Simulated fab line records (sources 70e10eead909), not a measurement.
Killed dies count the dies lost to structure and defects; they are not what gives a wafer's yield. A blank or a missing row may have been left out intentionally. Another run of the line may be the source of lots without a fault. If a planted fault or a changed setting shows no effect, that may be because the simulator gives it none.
Which tool was responsible? / flow nand harc / 24 lots with 72 wafers sampled at 6 steps, on a route of 1159 steps

== WHAT THE GAUGES SHOWED, per wafer ==
No reading from a measuring or inspecting step in the record can be judged against a usual standard deviation.

== TOOL THAT RAN EACH LOT (tool first, then ch and the chambers of the sampled wafers, then the start) ==
lot=L077; NHARC_A_CONTACT_ETCH_76=rie diel-01 ch 0,2,3, day 17 03:04 or earlier; NHARC_A_CONTACT_ETCH_129=har cap etch-01 ch 0,1, day 17 03:04; NHARC_A_CONTACT_ETCH_133=har cap etch-01 ch 0,1, day 17 03:39; NHARC_A_CONTACT_ETCH_135=har cap etch-03 ch 0,1, day 17 10:28; NHARC_A_CONTACT_ETCH_139=har cap etch-03 ch 0,1, day 17 10:58; NHARC_A_CONTACT_STRIP_26=rie diel-01 ch 1,2,3, no start
lot=L075; NHARC_A_CONTACT_ETCH_76=rie diel-13 ch 0,1,2, day 17 05:56 or earlier; NHARC_A_CONTACT_ETCH_129=har cap etch-02 ch 0,1, day 17 05:56; NHARC_A_CONTACT_ETCH_133=har cap etch-02 ch 0,1, day 17 06:47; NHARC_A_CONTACT_ETCH_135=har cap etch-02 ch 0,1, day 17 13:20; NHARC_A_CONTACT_ETCH_139=har cap etch-02 ch 0,1, day 17 13:52; NHARC_A_CONTACT_STRIP_26=rie diel-13 ch 0,1,3, no start
lot=L074; NHARC_A_CONTACT_ETCH_76=rie diel-01 ch 1,2,3, day 17 07:11 or earlier; NHARC_A_CONTACT_ETCH_129=har cap etch-03 ch 0,1, day 17 07:11; NHARC_A_CONTACT_ETCH_133=har cap etch-03 ch 0,1, day 17 07:47; NHARC_A_CONTACT_ETCH_135=har cap etch-01 ch 0,1, day 17 16:38; NHARC_A_CONTACT_ETCH_139=har cap etch-01 ch 0,1, day 17 17:10; NHARC_A_CONTACT_STRIP_26=rie diel-13 ch 0,1, no start
lot=L079; NHARC_A_CONTACT_ETCH_76=rie diel-03 ch 0,3, day 17 07:40 or earlier; NHARC_A_CONTACT_ETCH_129=har cap etch-01 ch 0,1, day 17 07:40; NHARC_A_CONTACT_ETCH_133=har cap etch-01 ch 0,1, day 17 08:14; NHARC_A_CONTACT_ETCH_135=har cap etch-02 ch 0,1, day 17 17:29; NHARC_A_CONTACT_ETCH_139=har cap etch-02 ch 0,1, day 17 17:59; NHARC_A_CONTACT_STRIP_26=rie diel-03 ch 1,2,3, no start
lot=L078; NHARC_A_CONTACT_ETCH_76=rie diel-13 ch 2,3, day 17 12:47 or earlier; NHARC_A_CONTACT_ETCH_129=har cap etch-01 ch 0, day 17 12:47; NHARC_A_CONTACT_ETCH_133=har cap etch-01 ch 0, day 17 13:21; NHARC_A_CONTACT_ETCH_135=har cap etch-03 ch 0,1, day 17 18:47; NHARC_A_CONTACT_ETCH_139=har cap etch-03 ch 0,1, day 17 19:17; NHARC_A_CONTACT_STRIP_26=rie diel-01 ch 1,3, no start
lot=L076; NHARC_A_CONTACT_ETCH_76=rie diel-01 ch 0,1,3, day 17 13:55 or earlier; NHARC_A_CONTACT_ETCH_129=har cap etch-03 ch 0,1, day 17 13:55; NHARC_A_CONTACT_ETCH_133=har cap etch-03 ch 0,1, day 17 14:29; NHARC_A_CONTACT_ETCH_135=har cap etch-01 ch 0,1, day 17 19:52; NHARC_A_CONTACT_ETCH_139=har cap etch-01 ch 0,1, day 17 20:21; NHARC_A_CONTACT_STRIP_26=rie diel-13 ch 0,3, no start
lot=L080; NHARC_A_CONTACT_ETCH_76=rie diel-01 ch 1,2,3, day 18 08:26 or earlier; NHARC_A_CONTACT_ETCH_129=har cap etch-03 ch 0,1, day 18 08:26; NHARC_A_CONTACT_ETCH_133=har cap etch-03 ch 0,1, day 18 09:00; NHARC_A_CONTACT_ETCH_135=har cap etch-02 ch 0,1, day 18 14:22; NHARC_A_CONTACT_ETCH_139=har cap etch-02 ch 0,1, day 18 14:51; NHARC_A_CONTACT_STRIP_26=rie diel-13 ch 0,1,2, no start
lot=L084; NHARC_A_CONTACT_ETCH_76=rie diel-13 ch 1,2,3, day 18 21:14 or earlier; NHARC_A_CONTACT_ETCH_129=har cap etch-02 ch 0,1, day 18 21:14; NHARC_A_CONTACT_ETCH_133=har cap etch-02 ch 0,1, day 18 21:50; NHARC_A_CONTACT_ETCH_135=har cap etch-01 ch 0, day 19 05:58; NHARC_A_CONTACT_ETCH_139=har cap etch-01 ch 0, day 19 06:29; NHARC_A_CONTACT_STRIP_26=rie diel-01 ch 0,2, no start
lot=L082; NHARC_A_CONTACT_ETCH_76=rie diel-01 ch 1,3, day 19 02:12 or earlier; NHARC_A_CONTACT_ETCH_129=har cap etch-02 ch 1, day 19 02:12; NHARC_A_CONTACT_ETCH_133=har cap etch-02 ch 1, day 19 02:47; NHARC_A_CONTACT_ETCH_135=har cap etch-01 ch 0,1, day 19 10:50; NHARC_A_CONTACT_ETCH_139=har cap etch-01 ch 0,1, day 19 11:20; NHARC_A_CONTACT_STRIP_26=rie diel-13 ch 0,1, no start
lot=L081; NHARC_A_CONTACT_ETCH_76=rie diel-13 ch 0,2,3, day 19 09:14 or earlier; NHARC_A_CONTACT_ETCH_129=har cap etch-03 ch 0,1, day 19 09:14; NHARC_A_CONTACT_ETCH_133=har cap etch-03 ch 0,1, day 19 09:49; NHARC_A_CONTACT_ETCH_135=har cap etch-02 ch 0,1, day 19 15:02; NHARC_A_CONTACT_ETCH_139=har cap etch-02 ch 0,1, day 19 15:32; NHARC_A_CONTACT_STRIP_26=rie diel-03 ch 2,3, no start
lot=L083; NHARC_A_CONTACT_ETCH_76=rie diel-13 ch 1,2,3, day 19 11:22 or earlier; NHARC_A_CONTACT_ETCH_129=har cap etch-02 ch 0,1, day 19 11:22; NHARC_A_CONTACT_ETCH_133=har cap etch-02 ch 0,1, day 19 11:57; NHARC_A_CONTACT_ETCH_135=har cap etch-01 ch 1, day 19 17:55; NHARC_A_CONTACT_ETCH_139=har cap etch-01 ch 1, day 19 18:25; NHARC_A_CONTACT_STRIP_26=rie diel-13 ch 0,1,3, no start
lot=L086; NHARC_A_CONTACT_ETCH_76=rie diel-01 ch 0,2,3, day 19 20:36 or earlier; NHARC_A_CONTACT_ETCH_129=har cap etch-01 ch 0,1, day 19 20:36; NHARC_A_CONTACT_ETCH_133=har cap etch-01 ch 0,1, day 19 21:10; NHARC_A_CONTACT_ETCH_135=har cap etch-02 ch 0,1, day 20 02:52; NHARC_A_CONTACT_ETCH_139=har cap etch-02 ch 0,1, day 20 03:21; NHARC_A_CONTACT_STRIP_26=rie diel-03 ch 1,2, no start
lot=L089; NHARC_A_CONTACT_ETCH_76=rie diel-13 ch 1,2,3, day 19 21:17 or earlier; NHARC_A_CONTACT_ETCH_129=har cap etch-03 ch 0,1, day 19 21:17; NHARC_A_CONTACT_ETCH_133=har cap etch-03 ch 0,1, day 19 21:53; NHARC_A_CONTACT_ETCH_135=har cap etch-01 ch 0, day 20 03:29; NHARC_A_CONTACT_ETCH_139=har cap etch-01 ch 0, day 20 03:59; NHARC_A_CONTACT_STRIP_26=rie diel-03 ch 1,3, no start
lot=L087; NHARC_A_CONTACT_ETCH_76=rie diel-03 ch 0,3, day 20 01:41 or earlier; NHARC_A_CONTACT_ETCH_129=har cap etch-01 ch 0,1, day 20 01:41; NHARC_A_CONTACT_ETCH_133=har cap etch-01 ch 0,1, day 20 02:19; NHARC_A_CONTACT_ETCH_135=har cap etch-03 ch 0,1, day 20 07:44; NHARC_A_CONTACT_ETCH_139=har cap etch-03 ch 0,1, day 20 08:17; NHARC_A_CONTACT_STRIP_26=rie diel-13 ch 1,2, no start
lot=L085; NHARC_A_CONTACT_ETCH_76=rie diel-01 ch 0,2, day 20 02:17 or earlier; NHARC_A_CONTACT_ETCH_129=har cap etch-03 ch 0,1, day 20 02:17; NHARC_A_CONTACT_ETCH_133=har cap etch-03 ch 0,1, day 20 02:51; NHARC_A_CONTACT_ETCH_135=har cap etch-03 ch 0,1, day 20 08:50; NHARC_A_CONTACT_ETCH_139=har cap etch-03 ch 0,1, day 20 09:19; NHARC_A_CONTACT_STRIP_26=rie diel-13 ch 1,2,3, no start
lot=L088; NHARC_A_CONTACT_ETCH_76=rie diel-03 ch 0,1, day 20 08:02 or earlier; NHARC_A_CONTACT_ETCH_129=har cap etch-01 ch 0, day 20 08:02; NHARC_A_CONTACT_ETCH_133=har cap etch-01 ch 0, day 20 08:37; NHARC_A_CONTACT_ETCH_135=har cap etch-03 ch 0,1, day 20 16:16; NHARC_A_CONTACT_ETCH_139=har cap etch-03 ch 0,1, day 20 16:46; NHARC_A_CONTACT_STRIP_26=rie diel-01 ch 0,2, no start
lot=L090; NHARC_A_CONTACT_ETCH_76=rie diel-13 ch 2,3, day 20 13:55 or earlier; NHARC_A_CONTACT_ETCH_129=har cap etch-02 ch 0,1, day 20 13:55; NHARC_A_CONTACT_ETCH_133=har cap etch-02 ch 0,1, day 20 14:29; NHARC_A_CONTACT_ETCH_135=har cap etch-02 ch 0,1, day 20 19:40; NHARC_A_CONTACT_ETCH_139=har cap etch-02 ch 0,1, day 20 20:10; NHARC_A_CONTACT_STRIP_26=rie diel-13 ch 1,2, no start
lot=L091; NHARC_A_CONTACT_ETCH_76=rie diel-13 ch 0,1,2, day 20 15:38 or earlier; NHARC_A_CONTACT_ETCH_129=har cap etch-01 ch 0,1, day 20 15:38; NHARC_A_CONTACT_ETCH_133=har cap etch-01 ch 0,1, day 20 16:14; NHARC_A_CONTACT_ETCH_135=har cap etch-01 ch 0,1, day 20 21:22; NHARC_A_CONTACT_ETCH_139=har cap etch-01 ch 0,1, day 20 21:51; NHARC_A_CONTACT_STRIP_26=rie diel-03 ch 0,1,2, no start
lot=L092; NHARC_A_CONTACT_ETCH_76=rie diel-03 ch 0,1,2, day 21 16:58 or earlier; NHARC_A_CONTACT_ETCH_129=har cap etch-03 ch 0,1, day 21 16:58; NHARC_A_CONTACT_ETCH_133=har cap etch-03 ch 0,1, day 21 17:37; NHARC_A_CONTACT_ETCH_135=har cap etch-02 ch 0,1, day 21 23:44; NHARC_A_CONTACT_ETCH_139=har cap etch-02 ch 0,1, day 22 00:16; NHARC_A_CONTACT_STRIP_26=rie diel-13 ch 0,1, no start
lot=L094; NHARC_A_CONTACT_ETCH_76=rie diel-13 ch 1,2,3, day 21 19:48 or earlier; NHARC_A_CONTACT_ETCH_129=har cap etch-02 ch 0,1, day 21 19:48; NHARC_A_CONTACT_ETCH_133=har cap etch-02 ch 0,1, day 21 20:22; NHARC_A_CONTACT_ETCH_135=har cap etch-02 ch 0,1, day 22 02:09; NHARC_A_CONTACT_ETCH_139=har cap etch-02 ch 0,1, day 22 02:38; NHARC_A_CONTACT_STRIP_26=rie diel-03 ch 1,2,3, no start
lot=L093; NHARC_A_CONTACT_ETCH_76=rie diel-13 ch 0,2,3, day 21 23:52 or earlier; NHARC_A_CONTACT_ETCH_129=har cap etch-03 ch 0,1, day 21 23:52; NHARC_A_CONTACT_ETCH_133=har cap etch-03 ch 0,1, day 22 00:29; NHARC_A_CONTACT_ETCH_135=har cap etch-01 ch 0,1, day 22 05:29; NHARC_A_CONTACT_ETCH_139=har cap etch-01 ch 0,1, day 22 06:01; NHARC_A_CONTACT_STRIP_26=rie diel-13 ch 0,1, no start
lot=L096; NHARC_A_CONTACT_ETCH_76=rie diel-13 ch 0,1,2, day 22 08:32 or earlier; NHARC_A_CONTACT_ETCH_129=har cap etch-03 ch 0,1, day 22 08:32; NHARC_A_CONTACT_ETCH_133=har cap etch-03 ch 0,1, day 22 09:07; NHARC_A_CONTACT_ETCH_135=har cap etch-03 ch 0,1, day 22 15:35; NHARC_A_CONTACT_ETCH_139=har cap etch-03 ch 0,1, day 22 16:05; NHARC_A_CONTACT_STRIP_26=rie diel-03 ch 0,2,3, no start
lot=L095; NHARC_A_CONTACT_ETCH_76=rie diel-01 ch 2,3, day 22 09:10 or earlier; NHARC_A_CONTACT_ETCH_129=har cap etch-02 ch 0,1, day 22 09:10; NHARC_A_CONTACT_ETCH_133=har cap etch-02 ch 0,1, day 22 09:44; NHARC_A_CONTACT_ETCH_135=har cap etch-01 ch 0,1, day 22 14:49; NHARC_A_CONTACT_ETCH_139=har cap etch-01 ch 0,1, day 22 15:19; NHARC_A_CONTACT_STRIP_26=rie diel-03 ch 0,1, no start
lot=L097; NHARC_A_CONTACT_ETCH_76=rie diel-01 ch 1,2,3, day 23 02:56 or earlier; NHARC_A_CONTACT_ETCH_129=har cap etch-03 ch 0, day 23 02:56; NHARC_A_CONTACT_ETCH_133=har cap etch-03 ch 0, day 23 03:30; NHARC_A_CONTACT_ETCH_135=har cap etch-02 ch 0,1, day 23 10:40; NHARC_A_CONTACT_ETCH_139=har cap etch-02 ch 0,1, day 23 11:10; NHARC_A_CONTACT_STRIP_26=rie diel-13 ch 1,3, no start
- NHARC_A_CONTACT_ETCH_76: etches the open film in N2/H2, target depth 260 nm, time 475.3 s.
- NHARC_A_CONTACT_ETCH_129: etches the open film in C4F8/O2/Ar, time 155 s, target depth 956 nm.
- NHARC_A_CONTACT_ETCH_133: etches the open film in C4F8/O2/Ar, time 195 s, target depth 840 nm.
- NHARC_A_CONTACT_ETCH_135: etches the open film in C4F8/O2/Ar, time 132 s, target depth 1287 nm.
- NHARC_A_CONTACT_ETCH_139: etches the open film in C4F8/O2/Ar, time 137 s, target depth 590 nm.
- NHARC_A_CONTACT_STRIP_26: strips in O2.

== WHAT THE TOOLS THEMSELVES READ (means of the sampled wafers that have a number; where no wafer has one, the mark that the record gives instead) ==
NHARC_A_CONTACT_ETCH_76.
lot=L077; tool=rie diel-01; drypump motor current A (A)=5.7; n2 flow sccm (sccm)=150.1; oes product au (a.u.)=0.979; rf vpp V (V)=433; showerhead plenum p Torr (Torr)=2.16; throttle valve pct (%)=14.162
lot=L075; tool=rie diel-13; drypump motor current A (A)=5.9; n2 flow sccm (sccm)=149.5; oes product au (a.u.)=1.001; rf vpp V (V)=429; showerhead plenum p Torr (Torr)=1.98; throttle valve pct (%)=14.164
lot=L074; tool=rie diel-01; drypump motor current A (A)=5.5; n2 flow sccm (sccm)=150.0; oes product au (a.u.)=0.981; rf vpp V (V)=433; showerhead plenum p Torr (Torr)=2.15; throttle valve pct (%)=14.176
lot=L079; tool=rie diel-03; drypump motor current A (A)=5.6; n2 flow sccm (sccm)=149.7; oes product au (a.u.)=0.986; rf vpp V (V)=430; showerhead plenum p Torr (Torr)=2.02; throttle valve pct (%)=14.177
lot=L078; tool=rie diel-13; drypump motor current A (A)=5.5; n2 flow sccm (sccm)=149.5; oes product au (a.u.)=1.001; rf vpp V (V)=426; showerhead plenum p Torr (Torr)=1.88; throttle valve pct (%)=14.169
lot=L076; tool=rie diel-01; drypump motor current A (A)=5.3; n2 flow sccm (sccm)=149.6; oes product au (a.u.)=0.985; rf vpp V (V)=434; showerhead plenum p Torr (Torr)=2.17; throttle valve pct (%)=14.173
lot=L080; tool=rie diel-01; drypump motor current A (A)=5.5; n2 flow sccm (sccm)=150.0; oes product au (a.u.)=0.986; rf vpp V (V)=433; showerhead plenum p Torr (Torr)=2.15; throttle valve pct (%)=14.171
lot=L084; tool=rie diel-13; drypump motor current A (A)=5.5; n2 flow sccm (sccm)=149.9; oes product au (a.u.)=1.000; rf vpp V (V)=429; showerhead plenum p Torr (Torr)=1.96; throttle valve pct (%)=14.174
lot=L082; tool=rie diel-01; drypump motor current A (A)=5.1; n2 flow sccm (sccm)=150.4; oes product au (a.u.)=1.004; rf vpp V (V)=434; showerhead plenum p Torr (Torr)=2.16; throttle valve pct (%)=14.170
lot=L081; tool=rie diel-13; drypump motor current A (A)=5.6; n2 flow sccm (sccm)=149.7; oes product au (a.u.)=0.994; rf vpp V (V)=427; showerhead plenum p Torr (Torr)=1.90; throttle valve pct (%)=14.178
lot=L083; tool=rie diel-13; drypump motor current A (A)=5.5; n2 flow sccm (sccm)=149.9; oes product au (a.u.)=1.004; rf vpp V (V)=429; showerhead plenum p Torr (Torr)=1.96; throttle valve pct (%)=14.174
lot=L086; tool=rie diel-01; drypump motor current A (A)=5.7; n2 flow sccm (sccm)=150.4; oes product au (a.u.)=0.983; rf vpp V (V)=434; showerhead plenum p Torr (Torr)=2.15; throttle valve pct (%)=14.176
lot=L089; tool=rie diel-13; drypump motor current A (A)=5.5; n2 flow sccm (sccm)=150.0; oes product au (a.u.)=0.994; rf vpp V (V)=428; showerhead plenum p Torr (Torr)=1.96; throttle valve pct (%)=14.173
lot=L087; tool=rie diel-03; drypump motor current A (A)=5.7; n2 flow sccm (sccm)=150.3; oes product au (a.u.)=0.989; rf vpp V (V)=430; showerhead plenum p Torr (Torr)=2.04; throttle valve pct (%)=14.166
lot=L085; tool=rie diel-01; drypump motor current A (A)=6.2; n2 flow sccm (sccm)=149.8; oes product au (a.u.)=0.988; rf vpp V (V)=433; showerhead plenum p Torr (Torr)=2.16; throttle valve pct (%)=14.179
lot=L088; tool=rie diel-03; drypump motor current A (A)=5.7; n2 flow sccm (sccm)=149.6; oes product au (a.u.)=0.995; rf vpp V (V)=431; showerhead plenum p Torr (Torr)=2.03; throttle valve pct (%)=14.184
lot=L090; tool=rie diel-13; drypump motor current A (A)=5.5; n2 flow sccm (sccm)=149.6; oes product au (a.u.)=0.993; rf vpp V (V)=435; showerhead plenum p Torr (Torr)=2.22; throttle valve pct (%)=14.175
lot=L091; tool=rie diel-13; drypump motor current A (A)=5.9; n2 flow sccm (sccm)=150.2; oes product au (a.u.)=0.986; rf vpp V (V)=432; showerhead plenum p Torr (Torr)=2.10; throttle valve pct (%)=14.170
lot=L092; tool=rie diel-03; drypump motor current A (A)=5.6; n2 flow sccm (sccm)=150.3; oes product au (a.u.)=1.004; rf vpp V (V)=430; showerhead plenum p Torr (Torr)=2.03; throttle valve pct (%)=14.171
lot=L094; tool=rie diel-13; drypump motor current A (A)=5.5; n2 flow sccm (sccm)=150.1; oes product au (a.u.)=0.989; rf vpp V (V)=434; showerhead plenum p Torr (Torr)=2.19; throttle valve pct (%)=14.167
lot=L093; tool=rie diel-13; drypump motor current A (A)=5.6; n2 flow sccm (sccm)=150.0; oes product au (a.u.)=1.001; rf vpp V (V)=433; showerhead plenum p Torr (Torr)=2.13; throttle valve pct (%)=14.178
lot=L096; tool=rie diel-13; drypump motor current A (A)=5.9; n2 flow sccm (sccm)=150.3; oes product au (a.u.)=0.985; rf vpp V (V)=432; showerhead plenum p Torr (Torr)=2.10; throttle valve pct (%)=14.162
lot=L095; tool=rie diel-01; drypump motor current A (A)=5.9; n2 flow sccm (sccm)=150.2; oes product au (a.u.)=0.998; rf vpp V (V)=434; showerhead plenum p Torr (Torr)=2.13; throttle valve pct (%)=14.173
lot=L097; tool=rie diel-01; drypump motor current A (A)=5.5; n2 flow sccm (sccm)=149.9; oes product au (a.u.)=0.994; rf vpp V (V)=433; showerhead plenum p Torr (Torr)=2.13; throttle valve pct (%)=14.168

NHARC_A_CONTACT_STRIP_26.
lot=L077; tool=rie diel-01; drypump motor current A (A)=5.5; o2 flow sccm (sccm)=499.0; oes product au (a.u.)=0.990; rf vpp V (V)=58.8; showerhead plenum p Torr (Torr)=3.71; throttle valve pct (%)=17.043
lot=L075; tool=rie diel-13; drypump motor current A (A)=5.6; o2 flow sccm (sccm)=501.6; oes product au (a.u.)=0.995; rf vpp V (V)=56.7; showerhead plenum p Torr (Torr)=3.44; throttle valve pct (%)=17.038
lot=L074; tool=rie diel-13; drypump motor current A (A)=6.0; o2 flow sccm (sccm)=499.2; oes product au (a.u.)=1.001; rf vpp V (V)=56.8; showerhead plenum p Torr (Torr)=3.48; throttle valve pct (%)=17.034
lot=L079; tool=rie diel-03; drypump motor current A (A)=5.6; o2 flow sccm (sccm)=501.1; oes product au (a.u.)=1.013; rf vpp V (V)=58.8; showerhead plenum p Torr (Torr)=3.49; throttle valve pct (%)=17.038
lot=L078; tool=rie diel-01; drypump motor current A (A)=5.2; o2 flow sccm (sccm)=500.4; oes product au (a.u.)=0.996; rf vpp V (V)=58.3; showerhead plenum p Torr (Torr)=3.73; throttle valve pct (%)=17.035
lot=L076; tool=rie diel-13; drypump motor current A (A)=5.2; o2 flow sccm (sccm)=499.4; oes product au (a.u.)=0.983; rf vpp V (V)=57.8; showerhead plenum p Torr (Torr)=3.30; throttle valve pct (%)=17.030
lot=L080; tool=rie diel-13; drypump motor current A (A)=5.9; o2 flow sccm (sccm)=501.1; oes product au (a.u.)=0.992; rf vpp V (V)=56.6; showerhead plenum p Torr (Torr)=3.44; throttle valve pct (%)=17.037
lot=L084; tool=rie diel-01; drypump motor current A (A)=6.2; o2 flow sccm (sccm)=500.2; oes product au (a.u.)=0.977; rf vpp V (V)=58.4; showerhead plenum p Torr (Torr)=3.72; throttle valve pct (%)=17.038
lot=L082; tool=rie diel-13; drypump motor current A (A)=6.0; o2 flow sccm (sccm)=500.3; oes product au (a.u.)=1.000; rf vpp V (V)=57.7; showerhead plenum p Torr (Torr)=3.57; throttle valve pct (%)=17.038
lot=L081; tool=rie diel-03; drypump motor current A (A)=5.6; o2 flow sccm (sccm)=498.4; oes product au (a.u.)=1.006; rf vpp V (V)=57.0; showerhead plenum p Torr (Torr)=3.50; throttle valve pct (%)=17.033
lot=L083; tool=rie diel-13; drypump motor current A (A)=5.6; o2 flow sccm (sccm)=502.1; oes product au (a.u.)=1.002; rf vpp V (V)=57.5; showerhead plenum p Torr (Torr)=3.43; throttle valve pct (%)=17.041
lot=L086; tool=rie diel-03; drypump motor current A (A)=5.5; o2 flow sccm (sccm)=500.0; oes product au (a.u.)=1.015; rf vpp V (V)=58.6; showerhead plenum p Torr (Torr)=3.52; throttle valve pct (%)=17.044
lot=L089; tool=rie diel-03; drypump motor current A (A)=5.6; o2 flow sccm (sccm)=500.2; oes product au (a.u.)=1.007; rf vpp V (V)=58.3; showerhead plenum p Torr (Torr)=3.42; throttle valve pct (%)=17.037
lot=L087; tool=rie diel-13; drypump motor current A (A)=5.9; o2 flow sccm (sccm)=500.8; oes product au (a.u.)=0.983; rf vpp V (V)=58.7; showerhead plenum p Torr (Torr)=3.72; throttle valve pct (%)=17.033
lot=L085; tool=rie diel-13; drypump motor current A (A)=5.5; o2 flow sccm (sccm)=500.1; oes product au (a.u.)=0.985; rf vpp V (V)=57.7; showerhead plenum p Torr (Torr)=3.76; throttle valve pct (%)=17.036
lot=L088; tool=rie diel-01; drypump motor current A (A)=6.2; o2 flow sccm (sccm)=499.3; oes product au (a.u.)=0.981; rf vpp V (V)=59.0; showerhead plenum p Torr (Torr)=3.71; throttle valve pct (%)=17.032
lot=L090; tool=rie diel-13; drypump motor current A (A)=5.8; o2 flow sccm (sccm)=500.4; oes product au (a.u.)=0.984; rf vpp V (V)=57.9; showerhead plenum p Torr (Torr)=3.76; throttle valve pct (%)=17.031
lot=L091; tool=rie diel-03; drypump motor current A (A)=5.6; o2 flow sccm (sccm)=501.4; oes product au (a.u.)=0.996; rf vpp V (V)=57.5; showerhead plenum p Torr (Torr)=3.51; throttle valve pct (%)=17.029
lot=L092; tool=rie diel-13; drypump motor current A (A)=6.0; o2 flow sccm (sccm)=500.3; oes product au (a.u.)=0.986; rf vpp V (V)=58.2; showerhead plenum p Torr (Torr)=3.56; throttle valve pct (%)=17.044
lot=L094; tool=rie diel-03; drypump motor current A (A)=5.6; o2 flow sccm (sccm)=498.9; oes product au (a.u.)=1.016; rf vpp V (V)=57.8; showerhead plenum p Torr (Torr)=3.47; throttle valve pct (%)=17.032
lot=L093; tool=rie diel-13; drypump motor current A (A)=6.0; o2 flow sccm (sccm)=500.8; oes product au (a.u.)=0.986; rf vpp V (V)=59.2; showerhead plenum p Torr (Torr)=3.46; throttle valve pct (%)=17.040
lot=L096; tool=rie diel-03; drypump motor current A (A)=5.6; o2 flow sccm (sccm)=500.2; oes product au (a.u.)=1.013; rf vpp V (V)=58.0; showerhead plenum p Torr (Torr)=3.52; throttle valve pct (%)=17.039
lot=L095; tool=rie diel-03; drypump motor current A (A)=5.7; o2 flow sccm (sccm)=499.5; oes product au (a.u.)=0.998; rf vpp V (V)=57.3; showerhead plenum p Torr (Torr)=3.50; throttle valve pct (%)=17.032
lot=L097; tool=rie diel-13; drypump motor current A (A)=5.2; o2 flow sccm (sccm)=499.8; oes product au (a.u.)=1.000; rf vpp V (V)=57.6; showerhead plenum p Torr (Torr)=3.75; throttle valve pct (%)=17.037

== THE ANSWER, worked out from the rows above alone ==
Rule: the usual values come from the lots themselves. Put in order of their means at a reading, lots are off if they are a third of the lots or fewer, leave a main group of 4 or more, and stand apart from it by a gap of 3 or more times the standard deviation of the main group's means; of several such gaps the widest counts. A main group is skipped when, at the precision printed for the reading in the tables above, its means are all equal. Also off: a lot with no number at a reading for which 4 or more lots have one. Where the step has rows for the other lots, those lots are counted as sound. First the gauges in route order, then the tools' own readings, where a lot's mean is used as printed above. The first step at which some lot is off is used, and at that step the reading that is off furthest; a lot without a number counts as furthest.
None of the lots is off at any reading shown; this tells nothing.

== WHAT THE SIMULATOR PUT IN ==
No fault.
